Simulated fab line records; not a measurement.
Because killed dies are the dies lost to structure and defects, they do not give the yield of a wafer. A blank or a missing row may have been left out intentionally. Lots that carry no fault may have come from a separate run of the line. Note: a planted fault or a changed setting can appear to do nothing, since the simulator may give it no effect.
Matching of chambers | flow nand_harc | 3 sister chambers for NHARC_A_CONTACT_DEP_58 on pecvd-02
The step deposits SiON, target thk 90 nm. 22 wafers are shown with their chamber, then 11 later ones without.

== WAFERS PAIRED WITH THEIR CHAMBERS ==
wafer  | chamber | heater_power_w (W)
L075.1 | 2       | 506
L075.3 | 0       | 729
L075.4 | 0       | 747
L074.2 | 0       | 603
L074.3 | 2       | 497
L074.4 | 1       | 550
L077.2 | 2       | 483
L077.3 | 1       | 661
L077.6 | 0       | 707
L080.3 | 0       | 732
L080.4 | 2       | 501
L080.5 | 0       | 741
L086.2 | 2       | 487
L086.4 | 0       | 587
L086.6 | 2       | 477
L088.2 | 1       | 567
L088.3 | 2       | 544
L088.5 | 2       | 540
L087.2 | 1       | 536
L087.5 | 0       | 679
L087.6 | 2       | 532
L090.1 | 0       | 618

SIGNATURES, as means of the wafers listed above
reading        | chamber 0 | chamber 1 | chamber 2 | scatter within a chamber
heater_power_w | 682.56    | 578.50    | 507.44    | 49.8
Rule: a wafer's distance from a chamber is the root of the sum, over the readings, of the square of ((its reading less the chamber's mean) divided by the reading's scatter). If the next closest chamber is less than 2 further off than the closest, the wafer can't be placed; otherwise it belongs to the closest. How the scatter is found: for the shown wafers, subtract from each reading the mean of its chamber, square and add these, divide the total by (wafers less chambers), then take the root.

== WAFERS MISSING THEIR CHAMBER ==
wafer  | heater_power_w (W)
L090.2 | 577
L090.3 | 547
L092.2 | 596
L092.4 | 566
L092.5 | 532
L093.1 | 551
L093.2 | 533
L093.4 | 685
L094.1 | 567
L094.2 | 667
L094.4 | 558

== EACH ONE'S CHAMBER ==
wafer  | from the rows above          | in truth
L090.2 | can't be placed: 1 or 2      | 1
L090.3 | can't be placed: 1 or 2      | 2
L092.2 | can't be placed: 1 or 0 or 2 | 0
L092.4 | can't be placed: 1 or 2      | 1
L092.5 | can't be placed: 2 or 1      | 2
L093.1 | can't be placed: 1 or 2      | 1
L093.2 | can't be placed: 2 or 1      | 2
L093.4 | 0                            | 0
L094.1 | can't be placed: 1 or 2      | 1
L094.2 | can't be placed: 0 or 1      | 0
L094.4 | can't be placed: 1 or 2      | 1
Correctly placed: 1 of 11. From these rows, 10 cannot be placed; in 10 the true chamber is one of the candidates. Number placed wrongly: 0.
